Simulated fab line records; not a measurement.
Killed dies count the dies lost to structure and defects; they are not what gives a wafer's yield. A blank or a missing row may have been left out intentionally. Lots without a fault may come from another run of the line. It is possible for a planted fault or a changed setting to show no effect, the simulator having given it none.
fab line records	flow n5Finfet
record lots=9	wafers=26	lastDay=18
route steps=1938 shown BEOL_M4@1111 BEOL_M10@1507 PASSIVATION@1936
lots untouched by any fault: they come from a run of this same line in which no faults occurred
startH: start of the lot's first displayed wafer, in hours after the record's first day	waitH: hours elapsed since this lot's preceding step	" the same as in the row above	L1.1+2: a row that stands for several wafers	- no value, or no start given	* or withheld: withheld	< > ~ a bound
route shown NAME@n: a module of which the file shows steps, and the number in the route of the first	usual: the fault-free wafers' mean and standard deviation	same: alike in all rows	chamber/n: place in a boat	sites: the reading at each site	_std_site: their standard deviation	_edge_site: the outer-site mean with the inner-site mean subtracted	radiusMm: for every site, how far away it sits from the centre of the wafer	mask NAME#n: copy n	behind: tool/chamber where the wafer was last shaped	hold: why the lot went on hold/how many hours it stayed there/how the hold came to an end	device: the transistor (n, p or np) that didn't switch	end of line: the same wafers' tests at the end of the route	a step given without rows: its recipe and nothing more	killed: the dies lost at the first sort to structure and to defects; this is not the yield of the wafer	map: shows each die of a wafer: x if killed, . if not, _ if none is there
set.NAME: the run value of the setting; set.NAME@STEP: its run value at that earlier step	model.NAME: the simulator's own value behind a step, which no gauge read
the route's steps for a sample of lots (tables are steps, rows are wafers)
services: when a tool's chamber went out of use (startH, in hours from the record's first day, below 0 if earlier), for how many hours, and the reason
## steps
# step N5_BEOL_M4_RC_MEAS_101
# usual DIBL_N=35.7/1.5	DIBL_P=35.7/2	IOFF_N=0.155/0.026	IOFF_P=0.20/0.031	ION_N=675/11	ION_P=462/7.1	SS_N=71.3/0.57	SS_P=73.1/0.56	VT_N=250/3	VT_P=-251/3
lot.wafer	tool	chamber	startH	waitH	DIBL_N[mV/V]	DIBL_P[mV/V]	IOFF_N[nA/um]	IOFF_P[nA/um]	ION_N[uA/um]	ION_P[uA/um]	SS_N[mV/dec]	SS_P[mV/dec]	VT_N[mV]	VT_P[mV]
L937.1	prober-01	0	225.57	0.7	36.5	35.5	0.148	0.22	666	462	71.8	73.4	252	-249
L937.3	"	0	"	"	35.9	34.9	0.127	0.20	666	464	71.2	73.2	252	-250
L937.5	"	0	"	"	37.2	35.3	0.156	0.22	662	453	71.4	73.3	254	-246
L939.2	prober-01	0	232.45	0.2	34.5	35.2	0.134	0.16	678	463	71.0	72.7	251	-255
L939.3	"	0	"	"	37.3	38.2	0.171	0.20	684	462	72.0	74.3	247	-254
L939.5	"	0	"	"	37.2	37.7	0.164	0.20	682	461	71.2	74.1	250	-252
L942.2	prober-02	0	255.97	0.2	40.4	41.2	0.250	0.28	700	466	72.0	74.0	243	-248
L942.3	"	0	"	"	35.7	35.2	0.151	0.19	672	460	70.9	72.9	250	-254
L942.5	"	0	"	"	37.5	37.8	0.180	0.21	685	466	71.6	73.3	250	-252
L943.1	prober-02	0	267.64	0.0	34.9	35.7	0.146	0.18	680	461	70.7	72.8	249	-250
L943.4	"	0	"	"	35.6	35.3	0.153	0.18	667	459	70.9	73.2	250	-250
L943.5	"	0	"	"	35.3	36.2	0.148	0.20	676	465	70.3	73.6	250	-252
L946.3	prober-01	0	267.86	0.3	35.5	35.8	0.158	0.20	681	464	70.7	73.1	246	-251
L946.4	"	0	"	"	37.5	39.5	0.209	0.26	700	476	71.8	73.2	242	-247
L946.6	"	0	"	"	35.3	35.7	0.144	0.20	661	460	71.2	72.8	249	-250
L945.1	prober-01	0	277.73	0.0	36.7	36.3	0.157	0.21	682	472	72.4	72.9	248	-248
L945.3	"	0	"	"	37.4	37.0	0.171	0.23	683	469	72.5	73.6	248	-247
L945.5	"	0	"	"	37.1	36.7	0.169	0.23	677	467	71.9	73.5	246	-247
L948.3	prober-01	0	286.34	0.3	34.8	33.1	0.112	0.18	654	458	71.0	72.4	255	-251
L948.4	"	0	"	"	36.9	36.3	0.160	0.23	682	474	71.2	73.0	248	-247
L948.6	"	0	"	"	36.3	35.8	0.146	0.22	679	468	71.5	72.6	250	-249
L947.3	prober-02	0	293.25	0.3	33.4	34.3	0.121	0.14	668	450	71.4	72.9	253	-256
L947.4	"	0	"	"	34.1	34.8	0.133	0.15	677	455	71.6	72.9	250	-257
L947.6	"	0	"	"	34.6	35.3	0.136	0.15	677	456	71.7	72.8	250	-258
L951.5	prober-01	0	312.16	0.6	36.4	38.0	0.163	0.20	666	459	71.1	73.1	246	-252
L951.6	"	0	"	"	37.0	39.4	0.172	0.22	676	464	71.1	73.1	249	-251
# step N5_BEOL_M10_ETCH_66
# recipe chemistry=N2/H2	target=SOC	targetDepthA=1200	overetchA=240	maskMaterial=SiARC	tempC=40	timeS=180	ionEnergyEv=200	pressureMtorr=30	sourceW=840	biasW=150	n2FlowSccm=200	h2FlowSccm=200
# usual drypumpMotorCurrentA=5.8/0.54	h2FlowSccm=200.0/0.57	n2FlowSccm=200.1/0.57	oesProductAu=0.66/0.068	rfVppV=525.1/2.3	showerheadPlenumPTorr=2.59/0.079	throttleValvePct=17.72/0.25
lot.wafer	tool	chamber	startH	waitH	drypumpMotorCurrentA	h2FlowSccm	n2FlowSccm	oesProductAu	rfHoursCounterH	rfVppV	showerheadPlenumPTorr	throttleValvePct
L937.1	rieDiel-01	2	274.50	0.0	5.2	199.7	199.5	0.65	95	527.1	2.69	17.78
L937.3	"	1	"	"	5.7	200.2	200.9	0.75	19	528.2	2.69	17.15
L937.5	"	2	"	"	5.2	199.5	198.9	0.64	-	527.3	2.69	17.78
L939.2	rieDiel-01	3	280.97	0.0	6.6	199.9	201.1	0.70	29	524.8	2.59	17.55
L939.3	"	2	"	"	5.2	199.9	200.0	0.64	98	527.2	2.69	17.81
L939.5	"	1	"	"	5.8	198.7	199.6	0.75	-	528.4	2.69	17.17
L942.2	rieDiel-01	3	310.44	0.0	6.6	200.7	200.8	0.69	41	525.9	2.59	17.56
L942.3	"	0	"	"	6.4	201.3	199.2	0.59	169	527.2	2.64	17.68
L942.5	"	3	"	"	6.6	200.5	199.9	0.69	-	525.4	2.59	17.59
L943.1	rieDiel-03	0	323.19	0.0	5.2	200.9	199.8	0.67	82	524.4	2.57	17.61
L943.4	"	3	"	"	6.0	200.8	200.0	0.60	-	522.3	2.42	17.73
L943.5	"	2	"	"	5.0	200.0	199.8	0.61	-	524.3	2.56	18.30
L946.3	rieDiel-03	3	325.40	0.0	5.9	200.8	200.5	0.61	157	520.8	2.42	17.74
L946.4	"	3	"	"	6.0	200.3	200.7	0.61	-	520.9	2.42	17.73
L946.6	"	2	"	"	5.0	199.0	200.1	0.62	-	523.6	2.56	18.29
L945.1	rieDiel-03	3	332.03	0.0	5.9	199.5	200.7	0.61	159	521.4	2.42	17.74
L945.3	"	1	"	"	5.5	199.9	200.3	0.55	239	526.2	2.61	17.98
L945.5	"	0	"	"	5.2	199.2	200.9	0.67	-	525.4	2.57	17.62
L948.3	rieDiel-01	3	338.16	0.0	6.6	199.1	199.7	0.68	50	526.0	2.59	17.59
L948.4	"	0	"	"	6.3	200.9	200.2	0.58	178	525.4	2.63	17.68
L948.6	"	2	"	"	5.2	200.3	200.2	0.63	-	526.7	2.68	17.83
L947.3	rieDiel-03	2	349.22	0.0	5.0	199.6	199.7	0.61	140	524.0	2.56	18.31
L947.4	"	1	"	"	5.5	199.4	200.4	0.54	245	524.5	2.60	17.99
L947.6	"	0	"	"	5.2	200.2	201.1	0.66	-	525.1	2.56	17.63
L951.5	rieDiel-03	2	371.29	0.1	5.0	200.5	200.7	0.60	-	524.7	2.56	18.33
L951.6	"	0	"	"	5.2	200.0	200.0	0.66	-	524.4	2.56	17.65
# step N5_BEOL_M10_STRIP_77
# recipe chemistry=N2/H2	timeS=10	powerW=450	tempC=40	pressureMtorr=20	rfFrequencyHz=6e+07	biasPowerW=7	n2FlowSccm=200	h2FlowSccm=200
# usual drypumpMotorCurrentA=5.8/0.55	h2FlowSccm=199.9/0.68	n2FlowSccm=200.0/0.66	oesProductAu=0.82/0.087	rfVppV=59.4/0.89	showerheadPlenumPTorr=2.58/0.079	throttleValvePct=23.5/0.33
lot.wafer	tool	chamber	startH	waitH	drypumpMotorCurrentA	h2FlowSccm	n2FlowSccm	oesProductAu	rfHoursCounterH	rfVppV	showerheadPlenumPTorr	throttleValvePct
L937.1	rieDiel-01	2	-	-	5.2	200.6	200.4	0.80	96	60.8	2.69	23.7
L937.3	"	1	"	"	5.8	200.6	199.7	0.94	19	59.4	2.68	22.7
L937.5	"	2	"	"	5.2	200.7	200.3	0.79	-	60.6	2.69	23.7
L939.2	rieDiel-01	3	-	-	6.6	200.2	199.4	0.88	30	59.2	2.59	23.4
L939.3	"	2	"	"	5.2	200.9	199.7	0.80	98	59.1	2.69	23.7
L939.5	"	1	"	"	5.7	200.8	200.7	0.94	-	60.4	2.68	22.8
L942.2	rieDiel-01	3	-	-	6.6	200.8	200.9	0.86	41	60.5	2.58	23.4
L942.3	"	0	"	"	6.4	200.2	200.5	0.72	169	60.9	2.63	23.3
L942.5	"	3	"	"	6.6	201.1	201.5	0.86	-	59.3	2.59	23.4
L943.1	rieDiel-03	0	-	-	5.2	200.3	200.1	0.82	82	60.2	2.56	23.4
L943.4	"	3	"	"	6.0	200.3	199.7	0.75	-	58.4	2.41	23.3
L943.5	"	2	"	"	5.0	201.0	199.6	0.77	-	58.1	2.56	24.3
L946.3	rieDiel-03	3	-	-	5.9	199.3	200.8	0.75	157	58.9	2.41	23.4
L946.4	"	3	"	"	5.9	198.4	201.0	0.75	-	58.7	2.41	23.3
L946.6	"	2	"	"	5.0	199.4	200.0	0.76	-	59.1	2.56	24.3
L945.1	rieDiel-03	3	-	-	6.0	199.5	200.6	0.76	159	58.4	2.41	23.4
L945.3	"	1	"	"	5.4	200.1	199.3	0.68	239	58.1	2.60	23.8
L945.5	"	0	"	"	5.2	200.1	200.6	0.82	-	60.9	2.56	23.4
L948.3	rieDiel-01	3	-	-	6.6	199.1	200.3	0.84	50	59.6	2.58	23.4
L948.4	"	0	"	"	6.3	199.6	200.0	0.73	178	60.5	2.63	23.3
L948.6	"	2	"	"	5.2	199.6	200.6	0.78	-	58.9	2.68	23.7
L947.3	rieDiel-03	2	-	-	5.0	200.0	199.7	0.76	140	60.0	2.56	24.3
L947.4	"	1	"	"	5.5	199.3	199.3	0.68	246	58.8	2.60	23.8
L947.6	"	0	"	"	5.2	200.0	199.9	0.82	-	60.4	2.56	23.4
L951.5	rieDiel-03	2	-	-	5.0	199.0	200.6	0.75	-	58.4	2.55	24.3
L951.6	"	0	"	"	5.2	200.9	200.6	0.81	-	59.3	2.56	23.4
# step N5_BEOL_M10_CVD_75
# recipe material=Co	targetThkA=20	tempC=withheld	precursor=CCTBA/H2	pressureTorr=30	timeS=138.9
# usual chamberPressureTorr=30.01/0.067	runLengthS=161.3/0.41
lot.wafer	tool	chamber	startH	waitH	chamberPressureTorr	runLengthS	sinceWetCleanH
L937.1	cvdCo-01	2	277.53	0.0	-	-	-
L937.3	"	1	"	"	-	-	-
L937.5	"	2	"	"	-	-	-
L939.2	cvdCo-01	0	282.69	0.1	-	-	-
L939.3	"	1	"	"	-	-	-
L939.5	"	0	"	"	-	-	-
L942.2	cvdCo-01	1	311.92	0.1	30.01	161.2	175
L942.3	"	0	"	"	30.06	162.2	1072
L942.5	"	2	"	"	30.12	162.0	-
L943.1	cvdCo-01	0	324.87	0.1	30.01	161.8	1085
L943.4	"	2	"	"	29.98	161.7	-
L943.5	"	1	"	"	29.93	160.9	-
L946.3	cvdCo-02	1	327.94	0.1	29.99	160.6	-
L946.4	"	1	"	"	29.87	160.8	-
L946.6	"	1	"	"	29.99	160.6	-
L945.1	cvdCo-02	1	333.50	0.1	30.12	160.7	1312
L945.3	"	2	"	"	29.99	160.9	-
L945.5	"	2	"	"	30.07	161.2	-
L948.3	cvdCo-01	0	341.67	0.1	29.94	161.6	1102
L948.4	"	2	"	"	30.02	161.9	-
L948.6	"	1	"	"	30.11	161.9	-
L947.3	cvdCo-01	1	353.60	0.3	29.95	162.0	217
L947.4	"	1	"	"	30.07	161.0	-
L947.6	"	0	"	"	30.09	161.6	-
L951.5	cvdCo-01	0	374.96	0.1	30.06	161.5	-
L951.6	"	2	"	"	29.99	162.0	-
# step N5_BEOL_M10_THK_MEAS_53
# recipe thkMeasGauge=xrf	reads=Cu_of_BEOL_M10_ECD_50
# usual M10_THK=137/3.2
lot.wafer	tool	chamber	startH	waitH	M10_THK[nm]
L937.1	filmMetro-02	-	278.73	-	143
L937.3	"	-	"	"	139
L937.5	"	-	"	"	144
L939.2	filmMetro-01	-	283.74	-	144
L939.3	"	-	"	"	142
L939.5	"	-	"	"	142
L942.2	filmMetro-01	-	312.89	-	141
L942.3	"	-	"	"	133
L942.5	"	-	"	"	142
L943.1	filmMetro-01	-	326.02	-	133
L943.4	"	-	"	"	134
L943.5	"	-	"	"	135
L946.3	filmMetro-02	-	329.00	-	141
L946.4	"	-	"	"	140
L946.6	"	-	"	"	138
L945.1	filmMetro-01	-	334.72	-	136
L945.3	"	-	"	"	136
L945.5	"	-	"	"	130
L948.3	filmMetro-02	-	342.67	-	140
L948.4	"	-	"	"	137
L948.6	"	-	"	"	140
L947.3	filmMetro-01	-	354.62	-	135
L947.4	"	-	"	"	134
L947.6	"	-	"	"	133
L951.5	filmMetro-01	-	375.88	-	137
L951.6	"	-	"	"	133
# step N5_PASSIVATION_PROBE_49
# usual defectLimitedYield=91.4/1.5	killed_at_M0_to_M3=34/10	killed_at_M4_up=15/6	killedAtContacts=12/6	killedAtFrontEnd=37/11	killedAtOther=3.3/2.8	killedDies=101/18	killedOnRim=14/4.4	killedOpen=66/14	killedShort=33/7.8	sort_bin_5_function=5.0/0.97	sort_bin_6_memory=3.2/0.72	sortNPass=1079/18	sortYieldPct=91.4/1.5
# same grossDies=1180	killedAtBackSide=0	sort_bin_4_leakage[%]=0	sort_bin_8_speed[%]=0
lot.wafer	tool	chamber	startH	waitH	defectLimitedYield[%]	killed_at_M0_to_M3	killed_at_M4_up	killedAtContacts	killedAtFrontEnd	killedAtOther	killedDies	killedOnRim	killedOpen	killedShort	sort_bin_5_function[%]	sort_bin_6_memory[%]	sortNPass	sortYieldPct[%]
L937.1	prober-01	-	330.28	0.0	26.0	45	786	3	37	2	873	141	70	33	61.5	12.0	307	26.0
L937.3	prober-01	-	330.38	0.1	23.3	34	829	9	29	4	905	111	53	34	62.8	13.2	275	23.3
L937.5	prober-01	-	330.48	0.2	22.5	55	811	12	37	0	915	144	78	48	62.3	14.2	265	22.5
L939.2	prober-01	-	333.92	0.1	26.0	40	807	11	12	3	873	150	52	22	61.1	12.7	307	26.0
L939.3	prober-01	-	333.97	0.1	24.2	33	838	9	14	1	895	107	42	19	63.7	11.7	285	24.2
L939.5	prober-01	-	334.07	0.2	25.5	36	811	10	22	0	879	148	50	19	60.6	13.3	301	25.5
L942.2	prober-01	-	363.90	0.1	94.2	18	15	13	23	0	69	9	48	21	3.3	2.4	1111	94.2
L942.3	prober-01	-	363.95	0.1	87.8	43	22	27	52	0	144	15	110	34	7.3	4.7	1036	87.8
L942.5	prober-01	-	364.05	0.2	92.5	20	10	10	48	1	89	12	57	30	4.8	2.5	1091	92.5
L946.3	prober-02	-	387.74	0.1	93.7	17	12	7	37	1	74	10	45	29	3.7	2.4	1106	93.7
L946.4	prober-02	-	387.79	0.2	92.0	22	20	16	31	5	94	12	59	31	4.7	3.1	1086	92.0
L946.6	prober-02	-	387.89	0.3	90.3	21	17	20	55	1	114	16	76	33	6.1	3.5	1066	90.3
L947.3	prober-01	-	400.76	0.1	93.2	20	5	14	40	1	80	11	47	24	3.8	1.9	1100	93.2
L947.4	prober-01	-	400.81	0.2	89.8	54	9	19	38	0	120	15	84	35	4.8	5.0	1060	89.8
L947.6	prober-01	-	400.91	0.3	89.6	35	16	27	43	2	123	24	76	40	5.5	4.0	1057	89.6
# killed by level:class
L937.1 BEOL_M10:areaCvd=440 BEOL_M10:interfaceVoidOpened=329 BEOL_M0_SAQP:geometricParticle:open=17 FIN_SAQP:geometricParticle:open=13 BEOL_M4:geometricParticle:open=11 BEOL_M2:geometricParticle:open=10 BEOL_M0_SAQP:geometricParticle:short=10 FIN_SAQP:geometricParticle:short=8
L937.3 BEOL_M10:areaCvd=456 BEOL_M10:interfaceVoidOpened=359 BEOL_M0_SAQP:geometricParticle:short=9 MOL_CONTACT_COAG:geometricParticle:open=8 FIN_SAQP:geometricParticle:short=7 FIN_SAQP:geometricParticle:open=7 BEOL_M0_SAQP:geometricParticle:open=7 BEOL_M4:geometricParticle:open=5
L937.5 BEOL_M10:areaCvd=457 BEOL_M10:interfaceVoidOpened=327 BEOL_M0_SAQP:geometricParticle:short=18 BEOL_M4:geometricParticle:open=15 BEOL_M0_SAQP:geometricParticle:open=13 BEOL_M2:geometricParticle:open=8 MOL_CONTACT_COAG:geometricParticle:open=7 FIN_SAQP:geometricParticle:short=6
L939.2 BEOL_M10:areaCvd=463 BEOL_M10:interfaceVoidOpened=335 BEOL_M1:geometricParticle:open=13 MOL_CONTACT_COAG:geometricParticle:open=11 BEOL_M0_SAQP:geometricParticle:short=7 BEOL_M0_SAQP:geometricParticle:open=7 BEOL_M3:geometricParticle:open=6 FIN_SAQP:geometricParticle:open=4
L939.3 BEOL_M10:areaCvd=477 BEOL_M10:interfaceVoidOpened=357 MOL_CONTACT_COAG:geometricParticle:open=7 BEOL_M3:geometricParticle:short=6 STI_FIN_REVEAL:geometricParticle:open=5 BEOL_M0_SAQP:geometricParticle:open=5 BEOL_M1:geometricParticle:open=5 BEOL_M2:geometricParticle:open=5
L939.5 BEOL_M10:areaCvd=464 BEOL_M10:interfaceVoidOpened=340 BEOL_M3:geometricParticle:open=21 FIN_SAQP:geometricParticle:open=7 MOL_CONTACT_COAG:geometricParticle:open=6 BEOL_M1:geometricParticle:short=6 MOL_CONTACT_COAG:geometricParticle:short=4 HKMG_FIN:areaEtch=4
L942.2 MOL_CONTACT_COAG:geometricParticle:open=10 BEOL_M4:geometricParticle:open=7 STI_FIN_REVEAL:geometricParticle:open=5 STARTING-WAFER:geometricParticle:short=5 DUMMY_GATE:geometricParticle:open=4 BEOL_M2:geometricParticle:open=4 STARTING-WAFER:geometricParticle:open=4 MOL_CONTACT_COAG:geometricParticle:short=3
L942.3 MOL_CONTACT_COAG:geometricParticle:open=25 STI_FIN_REVEAL:geometricParticle:open=16 FIN_SAQP:geometricParticle:open=13 BEOL_M2:geometricParticle:open=10 FIN_SAQP:geometricParticle:short=9 BEOL_M3:geometricParticle:open=9 BEOL_M0_SAQP:geometricParticle:short=8 BEOL_M4:geometricParticle:open=7
L942.5 STI_FIN_REVEAL:geometricParticle:open=16 MOL_CONTACT_COAG:geometricParticle:open=8 STARTING-WAFER:geometricParticle:short=7 FIN_SAQP:geometricParticle:open=6 BEOL_M3:geometricParticle:open=6 BEOL_M2:geometricParticle:open=5 FIN_SAQP:geometricParticle:short=4 GATE_CUT:geometricParticle:open=4
L946.3 STI_FIN_REVEAL:geometricParticle:open=9 STI_FIN_REVEAL:geometricParticle:short=6 BEOL_M4:geometricParticle:open=6 BEOL_M1:geometricParticle:open=5 MOL_CONTACT_COAG:geometricParticle:open=5 GATE_CUT:geometricParticle:short=4 BEOL_M2:geometricParticle:short=4 STARTING-WAFER:geometricParticle:open=4
L946.4 MOL_CONTACT_COAG:geometricParticle:open=13 STI_FIN_REVEAL:geometricParticle:open=11 BEOL_M4:geometricParticle:open=8 BEOL_M0_SAQP:geometricParticle:open=6 GATE_CUT:geometricParticle:short=5 BEOL_M2:geometricParticle:open=4 BEOL_M3:geometricParticle:open=4 MOL_CONTACT_COAG:geometricParticle:short=3
L946.6 STI_FIN_REVEAL:geometricParticle:open=21 MOL_CONTACT_COAG:geometricParticle:open=15 BEOL_M2:geometricParticle:open=7 BEOL_M1:geometricParticle:open=6 STI_FIN_REVEAL:geometricParticle:short=5 GATE_CUT:geometricParticle:short=5 MOL_CONTACT_COAG:geometricParticle:short=5 BEOL_M4:geometricParticle:open=5
L947.3 MOL_CONTACT_COAG:geometricParticle:open=12 HKMG_FIN:areaEtch=9 FIN_SAQP:geometricParticle:open=7 BEOL_M2:geometricParticle:open=6 FIN_SAQP:geometricParticle:short=5 ILD0:geometricParticle:open=5 BEOL_M0_SAQP:geometricParticle:open=4 BEOL_M1:geometricParticle:open=4
L947.4 MOL_CONTACT_COAG:geometricParticle:open=13 BEOL_M3:geometricParticle:open=13 FIN_SAQP:geometricParticle:short=10 BEOL_M2:geometricParticle:open=9 FIN_SAQP:geometricParticle:open=8 BEOL_M0_SAQP:geometricParticle:short=8 BEOL_M1:geometricParticle:open=7 MOL_CONTACT_COAG:geometricParticle:short=6
L947.6 MOL_CONTACT_COAG:geometricParticle:open=18 FIN_SAQP:geometricParticle:open=11 MOL_CONTACT_COAG:geometricParticle:short=9 FIN_SAQP:geometricParticle:short=8 BEOL_M1:geometricParticle:open=7 BEOL_M0_SAQP:geometricParticle:short=7 HKMG_FIN:areaEtch=7 BEOL_M2:geometricParticle:open=6
## services
tool	chamber	startH	hours	kind
rieDiel-03	3	259.60	4.2	repair
rieDiel-01	0	287.50	1.8	repair
cvdCo-02	0	290.57	66.4	repair
cvdCo-01	-	298.11	6.9	pm
rieDiel-03	0	303.24	7.5	repair
rieDiel-03	1	321.25	4.6	repair
cvdCo-02	2	324.30	8.6	repair
cvdCo-02	1	357.04	-	clean
cvdCo-02	1	357.04	22.0	scheduledDown
cvdCo-02	1	357.04	22.0	ventCycle
rieDiel-03	1	363.70	-	clean
rieDiel-03	1	363.70	-	consumableReplace:focusRing
rieDiel-03	1	363.70	16.3	scheduledDown
rieDiel-03	1	363.70	16.3	ventCycle
rieDiel-01	-	373.96	1.1	repair
## key
firstSign step=N5_BEOL_M10_CVD_75	reading=toolRecord	direction=missing
effect step=N5_PASSIVATION_PROBE_49	reading=killed_at_M4_up	direction=up	sigmas=99+	usual=15	struck=814
moreKillsBornAt N5_BEOL_M10_CVD_75@cvdCo-01=2757
metAt N5_BEOL_M10_CVD_75
struckLots L937,L939
laterRowsLeftOut L937.1,L937.3,L937.5,L939.2,L939.3,L939.5
notActingAt N5_BEOL_M10_ETCH_66,N5_BEOL_M10_STRIP_77,N5_BEOL_M10_THK_MEAS_53
fault kind=skippedStepWhole	tool=cvdCo-01	chamber=-	onsetH=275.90	steps=N5_BEOL_M10_CVD_75	scope=struckLotsOnly
# laterRowsLeftOut: the simulator's readings of these wafers behind a module that went badly wrong aren't trusted and aren't shown, but for the sort
